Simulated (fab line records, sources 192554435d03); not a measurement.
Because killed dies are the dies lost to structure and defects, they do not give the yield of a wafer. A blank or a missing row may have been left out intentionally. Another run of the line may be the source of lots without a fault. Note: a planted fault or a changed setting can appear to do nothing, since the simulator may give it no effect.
Split-lot study	flow n5 finfet	21 wafers read from 7 lots, route of 1938 steps

== ON THE SPLIT ==
At N5_BEOL_M2_EXPOSE_25 (exposes mask V1, defocus 5 nm), the setting dose mj was moved away from the recipe's 63 on 3 of the 21 wafers read, by -7.4% to +5.3%. For the rest of the wafers, this setting stayed at what the recipe calls for.

== FROM THE SPLIT TO THE READING: what the file shows between them, 2 steps ==
- N5_BEOL_M2_PEB_26: peb time 60 s
- N5_BEOL_M2_DEVELOP_27: develop time 30 s

== THE READING ==
cd nm, in nm, at N5_BEOL_M2_CD_MEAS_28 (target cd 26.2 nm, target cd y 24.1 nm). A value of 26.20 nm with a standard deviation of 0.28 nm is what fault-free wafers of this fab line usually give.

wafer	tool, chamber at the split	dose mj as run	against the recipe	cd nm, nm	against lot-mates on the recipe
L076.2	euv scanner-01, 0	58.35	-7.4%	24.68	-1.48
L076.4	euv scanner-01, 0	63	recipe	26.28	-
L076.6	euv scanner-01, 0	63	recipe	26.03	-
L083.1	euv scanner-02, 0	63	recipe	26.04	-
L083.4	euv scanner-02, 0	63	recipe	25.67	-
L083.5	euv scanner-02, 0	66.35	+5.3%	27.04	+1.18
L085.1	euv scanner-02, 0	63	recipe	26.24	-
L085.5	euv scanner-02, 0	63	recipe	25.70	-
L085.6	euv scanner-02, 0	63	recipe	25.69	-
L086.2	euv scanner-02, 0	63	recipe	26.34	-
L086.3	euv scanner-02, 0	63	recipe	25.77	-
L086.6	euv scanner-02, 0	59.83	-5.0%	25.12	-0.93
L088.2	euv scanner-02, 0	63	recipe	26.37	-
L088.3	euv scanner-02, 0	63	recipe	26.46	-
L088.4	euv scanner-02, 0	63	recipe	26.02	-
L089.2	euv scanner-02, 0	63	recipe	26.07	-
L089.4	euv scanner-02, 0	63	recipe	26.52	-
L089.6	euv scanner-02, 0	63	recipe	26.84	-
L096.1	euv scanner-01, 0	63	recipe	25.71	-
L096.2	euv scanner-01, 0	63	recipe	26.02	-
L096.6	euv scanner-01, 0	63	recipe	26.19	-

FIT RESULTS
A straight line over all 21 wafers: cd nm changes by +0.189 nm for each +1% of dose mj; r = +0.82; the points scatter about the line by 0.31 nm.
The same after taking each lot's own level away (the mean of its wafers on the recipe; 21 wafers): +0.203 nm for each +1%; r = +0.90; scatter 0.23 nm.
The reading moves by 1.5 nm for the largest change in dose mj, on that fit.
The lots' own levels span 25.855 to 26.477 nm, that is 2.2 times the standard deviation above.
Hence the lot-to-lot level has little effect on the slope; both slopes agree.
Check: -1.51 nm against its lot-mates is what the line predicts for one of the wafers moved furthest among these (-7.4%) when that wafer is left out of the fit. It came out at -1.48 nm against them.

== OTHER SPLITS APPLIED TO THESE WAFERS ==
Other splits were also applied to these wafers ahead of the reading. Each is held against what the fit with the lots' levels taken away leaves over:
other split on the same wafers	wafers away from the commonest value	r with cd nm (lot level and that fit taken away)
N5_GATE_CUT_EXPOSE_10 dose mj	8	-0.06
N5_GATE_CUT_CUT_ETCH_54 Cl2_flow_sccm	5	+0.02
N5_GATE_CUT_ALD_22 ald cycles	6	-0.19
N5_MOL_CONTACT_COAG_ALD_133 ald cycles	7	-0.04
N5_BEOL_M0_ETCH_128 source w	7	-0.05
N5_BEOL_M1_ETCH_64 bias w	9	+0.08
N5_BEOL_M2_DESCUM_16 time s	10	-0.08
N5_BEOL_M2_ETCH_64 bias w	4	+0.15

== FILE'S OWN FIT ==
cd nm changes by +0.203 nm for each +1% of dose mj, r = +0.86.
